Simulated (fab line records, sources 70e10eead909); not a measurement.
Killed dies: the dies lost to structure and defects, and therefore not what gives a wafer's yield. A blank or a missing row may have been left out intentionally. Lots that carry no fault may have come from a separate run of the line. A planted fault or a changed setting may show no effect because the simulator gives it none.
Which tool did it? + flow nand harc + 13 lots with 38 wafers sampled at 6 steps, on a route of 1159 steps

== WHAT THE GAUGES SHOWED, per wafer ==
NHARC_A_SOURCE_PLATE_THK_MEAS_06: measures by ellipsometry. Usual: thk nm 200.3 nm, standard deviation 2.1.
| lot  | measured     | on            | thk nm (nm)       | flag |
|------|--------------|---------------|-------------------|------|
| L581 | day 7 20:42  | film metro-02 | 200.9 198.8 198.8 |      |
| L583 | day 8 03:42  | film metro-02 | 201.3 202.1 203.1 |      |
| L584 | day 8 13:16  | film metro-02 | 203.3 201.5 201.0 |      |
| L587 | day 8 13:15  | film metro-01 | 200.9 198.3 200.3 |      |
| L586 | day 8 18:47  | film metro-01 | 199.6 200.0 199.6 |      |
| L588 | day 9 04:25  | film metro-02 | 201.4 202.0 202.1 |      |
| L589 | day 9 18:43  | film metro-02 | 196.8 196.6 196.8 |      |
| L595 | day 11 11:21 | film metro-01 | 202.3 201.4 198.8 |      |
| L598 | day 11 14:59 | film metro-02 | 199.8 201.1 199.8 |      |
| L597 | day 11 14:59 | film metro-01 | 200.2 203.1       |      |
| L599 | day 11 22:25 | film metro-01 | 200.7 204.8 202.1 |      |
| L603 | day 12 16:01 | film metro-01 | 202.5 201.3 200.1 |      |
| L604 | day 13 08:36 | film metro-02 | 197.8 200.5 199.6 |      |

NHARC_A_ONON_D1_THK_MEAS_05: measures by ellipsometry. Usual: thk nm 1002 nm, standard deviation 8.8.
| lot  | measured     | on            | thk nm (nm)    | flag |
|------|--------------|---------------|----------------|------|
| L581 | day 7 21:55  | film metro-01 | 1007 1009 1006 |      |
| L583 | day 8 04:56  | film metro-02 | 994 997 998    |      |
| L584 | day 8 14:28  | film metro-01 | 1007 1007 1006 |      |
| L587 | day 8 14:27  | film metro-01 | 1023 1024 1025 |      |
| L586 | day 8 20:01  | film metro-01 | 999 998 997    |      |
| L588 | day 9 05:39  | film metro-02 | 983 984 983    |      |
| L589 | day 9 19:58  | film metro-02 | 998 996 996    |      |
| L595 | day 11 12:34 | film metro-02 | 1003 1003 1004 |      |
| L598 | day 11 16:11 | film metro-01 | 986 985 985    |      |
| L597 | day 11 16:13 | film metro-02 | 510 1014       | OFF  |
| L599 | day 11 23:44 | film metro-02 | 495 494 1001   | OFF  |
| L603 | day 12 17:16 | film metro-01 | 496 1003 1004  | OFF  |
| L604 | day 13 09:49 | film metro-01 | 1012 1011 1012 |      |

NHARC_END_SORT_01. Usual: killed at array 24, standard deviation 7.4; killed at other 0.5, standard deviation 0.81; killed at periphery 3.4, standard deviation 2.3; killed dies 28, standard deviation 8; killed open 3.4, standard deviation 1.8; killed short 2.0, standard deviation 1.4.
| lot  | measured     | on        | killed at array | killed at other | killed at periphery | killed dies | killed open | killed short | flag |
|------|--------------|-----------|-----------------|-----------------|---------------------|-------------|-------------|--------------|------|
| L597 | day 23 10:20 | prober-02 | 672 28          | 0 0             | 5 5                 | 677 33      | 5 1         | 1 3          | OFF  |
| L599 | day 24 03:47 | prober-02 | 670 671 32      | 1 3 0           | 6 3 6               | 677 677 38  | 2 3 3       | 2 2 1        | OFF  |
| L603 | day 24 11:37 | prober-02 | 675 47 32       | 1 0 1           | 1 5 4               | 677 52 37   | 4 5 6       | 1 3 3        | OFF  |

== WHAT TOOL EACH LOT RAN ON (gives the tool, then ch and the chambers of the sampled wafers, and finally the start) ==
| lot  | NHARC_P_M2_DEP_33               | NHARC_P_BONDPAD_DEGAS_25     | NHARC_A_ONON_D1_DEP_03           |
|------|---------------------------------|------------------------------|----------------------------------|
| L581 | pecvd-03 ch 0,1,2, day 6 10:28  | pvd sputter-01, day 6 13:15  | pecvd onon-04 ch 0, day 7 21:28  |
| L583 | pecvd-03 ch 0,2, day 6 22:41    | pvd sputter-01, day 7 01:58  | pecvd onon-02 ch 0, day 8 04:29  |
| L584 | pecvd-03 ch 0,1,2, day 7 11:31  | pvd sputter-02, day 7 14:20  | pecvd onon-04 ch 0, day 8 14:04  |
| L587 | pecvd-01 ch 0,1,2, day 7 12:37  | pvd sputter-02, day 7 15:21  | pecvd onon-03 ch 0, day 8 13:56  |
| L586 | pecvd-01 ch 0,1,2, day 7 13:16  | pvd sputter-02, day 7 15:57  | pecvd onon-04 ch 0, day 8 19:34  |
| L588 | pecvd-04 ch 1,2, day 8 00:02    | pvd sputter-01, day 8 02:53  | pecvd onon-03 ch 0, day 9 05:08  |
| L589 | pecvd-04 ch 0,1,2, day 8 15:06  | pvd sputter-03, day 8 17:52  | pecvd onon-03 ch 0, day 9 19:31  |
| L595 | pecvd-03 ch 0,1,2, day 10 05:52 | pvd sputter-02, day 10 08:41 | pecvd onon-04 ch 0, day 11 12:07 |
| L598 | pecvd-04 ch 0,2, day 10 11:18   | pvd sputter-01, day 10 14:05 | pecvd onon-02 ch 0, day 11 15:40 |
| L597 | pecvd-01 ch 1,2, day 10 12:05   | pvd sputter-02, day 10 14:49 | pecvd onon-04 ch 0, day 11 15:40 |
| L599 | pecvd-04 ch 1,2, day 10 18:51   | pvd sputter-03, day 10 21:38 | pecvd onon-04 ch 0, day 11 23:13 |
| L603 | pecvd-01 ch 0,1,2, day 11 12:56 | pvd sputter-02, day 11 15:35 | pecvd onon-04 ch 0, day 12 16:46 |
| L604 | pecvd-04 ch 0,1,2, day 12 05:24 | pvd sputter-03, day 12 08:12 | pecvd onon-03 ch 0, day 13 09:22 |
- NHARC_P_M2_DEP_33: deposits SiCN, target thk 30 nm.
- NHARC_P_BONDPAD_DEGAS_25: time 60 s.
- NHARC_A_ONON_D1_DEP_03: target thk 1000 nm.

== WHAT THE TOOLS THEMSELVES READ (means of the sampled wafers that have a number; where no wafer has one, the mark that the record gives instead) ==
NHARC_P_M2_DEP_33. Usual: chamber pressure Torr 3.001 Torr, standard deviation 0.0067; heater power w 602 W, standard deviation 51; susceptor temp C 370.02 C, standard deviation 0.21.
| lot  | tool     | chamber pressure Torr (Torr) | heater power w (W) | susceptor temp C (C) | flag |
|------|----------|------------------------------|--------------------|----------------------|------|
| L581 | pecvd-03 | 3.002                        | 625                | 370.09               |      |
| L583 | pecvd-03 | 3.003                        | 581                | 369.89               |      |
| L584 | pecvd-03 | 3.002                        | 631                | 370.24               |      |
| L587 | pecvd-01 | 2.999                        | 607                | 370.02               |      |
| L586 | pecvd-01 | 3.002                        | 589                | 370.11               |      |
| L588 | pecvd-04 | 3.003                        | 635                | 369.99               |      |
| L589 | pecvd-04 | 3.004                        | 637                | 370.44               |      |
| L595 | pecvd-03 | 2.998                        | 606                | 370.00               |      |
| L598 | pecvd-04 | 2.999                        | 639                | 369.95               |      |
| L597 | pecvd-01 | 3.005                        | 560                | 369.99               |      |
| L599 | pecvd-04 | 2.998                        | 644                | 369.90               |      |
| L603 | pecvd-01 | 3.000                        | 551                | 369.85               |      |
| L604 | pecvd-04 | 3.007                        | 639                | 370.14               |      |

NHARC_P_BONDPAD_DEGAS_25. Usual: heater power w 462 W, standard deviation 44; susceptor temp C 300.00 C, standard deviation 0.18.
| lot  | tool           | heater power w (W) | susceptor temp C (C) | flag |
|------|----------------|--------------------|----------------------|------|
| L581 | pvd sputter-01 | 504                | 300.13               |      |
| L583 | pvd sputter-01 | 462                | 299.92               |      |
| L584 | pvd sputter-02 | 450                | 300.10               |      |
| L587 | pvd sputter-02 | 448                | 299.89               |      |
| L586 | pvd sputter-02 | 445                | 299.96               |      |
| L588 | pvd sputter-01 | 473                | 300.11               |      |
| L589 | pvd sputter-03 | 456                | 299.87               |      |
| L595 | pvd sputter-02 | 438                | 299.94               |      |
| L598 | pvd sputter-01 | 471                | -                    | OFF  |
| L597 | pvd sputter-02 | 442                | 300.09               |      |
| L599 | pvd sputter-03 | 434                | 299.95               |      |
| L603 | pvd sputter-02 | 434                | 300.03               |      |
| L604 | pvd sputter-03 | 526                | 299.86               |      |

NHARC_A_ONON_D1_DEP_03. Usual: susceptor temp C 400.00 C, standard deviation 0.25.
| lot  | tool          | susceptor temp C (C) | flag |
|------|---------------|----------------------|------|
| L581 | pecvd onon-04 | 399.98               |      |
| L583 | pecvd onon-02 | 400.10               |      |
| L584 | pecvd onon-04 | 400.28               |      |
| L587 | pecvd onon-03 | 400.24               |      |
| L586 | pecvd onon-04 | 400.22               |      |
| L588 | pecvd onon-03 | 400.28               |      |
| L589 | pecvd onon-03 | 400.33               |      |
| L595 | pecvd onon-04 | 399.80               |      |
| L598 | pecvd onon-02 | 399.67               |      |
| L597 | pecvd onon-04 | 399.82               |      |
| L599 | pecvd onon-04 | 399.79               |      |
| L603 | pecvd onon-04 | 400.03               |      |
| L604 | pecvd onon-03 | 399.99               |      |

== THE ANSWER, worked out from the rows above alone ==
Rule: lot off if the mean of its wafers having a number is beyond 3 standard deviations from the usual mean. Also off: a lot with no number at a reading for which 4 or more lots have one. Where the step has rows for the other lots, those lots are counted as sound. Order of review: gauges by route order, followed by the tools' own readings, for which a lot's mean as printed above is used. At the first step where some lot is off, the reading lying furthest off is the one used; lots without a number count as furthest.
Off, at NHARC_A_ONON_D1_THK_MEAS_05 on thk nm: L597, L599, L603.
If a tool, at a process step before that reading, ran all the lots that are off and no sound lot after the first of them, it fits. The gauges at NHARC_A_ONON_D1_THK_MEAS_05 aren't tried: what is off there is off at NHARC_END_SORT_01 too, on other tools, and a gauge's error can't cause that. One fits: pecvd onon-04 at NHARC_A_ONON_D1_DEP_03. A fault onset in the window from L595 (day 11 12:07, its last sound lot) to L597 (day 11 15:40, its first lot off) fits.

== WHAT THE SIMULATOR HAD PUT IN ==
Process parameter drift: pecvd onon-04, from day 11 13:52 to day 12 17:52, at NHARC_A_ONON_D1_DEP_03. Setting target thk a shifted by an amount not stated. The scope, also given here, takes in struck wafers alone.
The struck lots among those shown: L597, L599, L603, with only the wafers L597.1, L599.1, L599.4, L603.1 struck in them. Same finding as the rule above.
